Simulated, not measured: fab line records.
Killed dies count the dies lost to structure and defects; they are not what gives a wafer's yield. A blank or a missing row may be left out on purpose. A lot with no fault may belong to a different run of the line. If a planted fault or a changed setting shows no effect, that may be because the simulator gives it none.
Matching of chambers	flow n5 finfet	rie diel-05 running N5_DUMMY_GATE_ETCH_36: 4 sister chambers
The step etches SiARC in CF4, target depth 13 nm. 22 wafers are shown with their chamber, then 11 later ones without.

WAFERS PAIRED WITH THEIR CHAMBERS
wafer	chamber	throttle valve pct (%)	drypump motor current A (A)	showerhead plenum p Torr (Torr)
L076.1	3	15.96	5.1	2.14
L076.3	1	15.55	5.7	2.21
L076.6	1	15.54	5.6	2.21
L077.1	3	15.96	5.1	2.14
L077.4	1	15.54	5.6	2.21
L077.5	3	15.95	5.1	2.14
L080.2	1	15.55	5.6	2.21
L080.5	1	15.55	5.6	2.21
L080.6	0	15.25	5.2	2.10
L082.2	0	15.27	5.3	2.10
L082.4	2	15.15	6.2	2.17
L082.5	3	15.97	5.1	2.14
L088.2	3	16.00	5.1	2.14
L088.3	0	15.29	5.2	2.09
L088.5	0	15.29	5.2	2.09
L089.1	0	15.29	5.2	2.09
L089.3	3	15.99	5.1	2.13
L089.4	2	15.18	6.2	2.16
L090.4	3	16.00	5.1	2.13
L090.5	3	16.00	5.1	2.13
L090.6	0	15.29	5.3	2.09
L091.1	3	15.99	5.1	2.13

SIGNATURES, as means of the wafers listed above
reading	chamber 0	chamber 1	chamber 2	chamber 3	scatter within a chamber
throttle valve pct	15.2800	15.5460	15.1650	15.9800	0.0169
drypump motor current A	5.233	5.620	6.200	5.100	0.0344
showerhead plenum p Torr	2.0933	2.2100	2.1650	2.1356	0.00475
Rule: a wafer's distance from a chamber is the root of the sum, over the readings, of the square of ((its reading less the chamber's mean) divided by the reading's scatter). If the next closest chamber is less than 2 further off than the closest, the wafer can't be placed; otherwise it belongs to the closest. How the scatter is found: for the shown wafers, subtract from each reading the mean of its chamber, square and add these, divide the total by (wafers less chambers), then take the root.

WAFERS MISSING THEIR CHAMBER
wafer	throttle valve pct (%)	drypump motor current A (A)	showerhead plenum p Torr (Torr)
L091.2	15.29	5.2	2.09
L091.4	15.19	6.2	2.16
L093.2	15.61	5.6	2.20
L093.3	15.29	5.3	2.09
L093.5	15.29	5.3	2.09
L094.1	15.60	5.6	2.20
L094.2	15.29	5.2	2.09
L094.3	15.19	6.2	2.16
L097.1	16.01	5.1	2.13
L097.3	15.21	6.2	2.16
L097.5	15.31	5.3	2.09

EACH ONE'S CHAMBER
wafer	from the rows above	in truth
L091.2	0	0
L091.4	2	2
L093.2	1	1
L093.3	0	0
L093.5	0	0
L094.1	1	1
L094.2	0	0
L094.3	2	2
L097.1	3	3
L097.3	2	2
L097.5	0	0
Correct placement for 11 of the 11. Left unplaced by these rows: 0. Wrongly placed: 0.
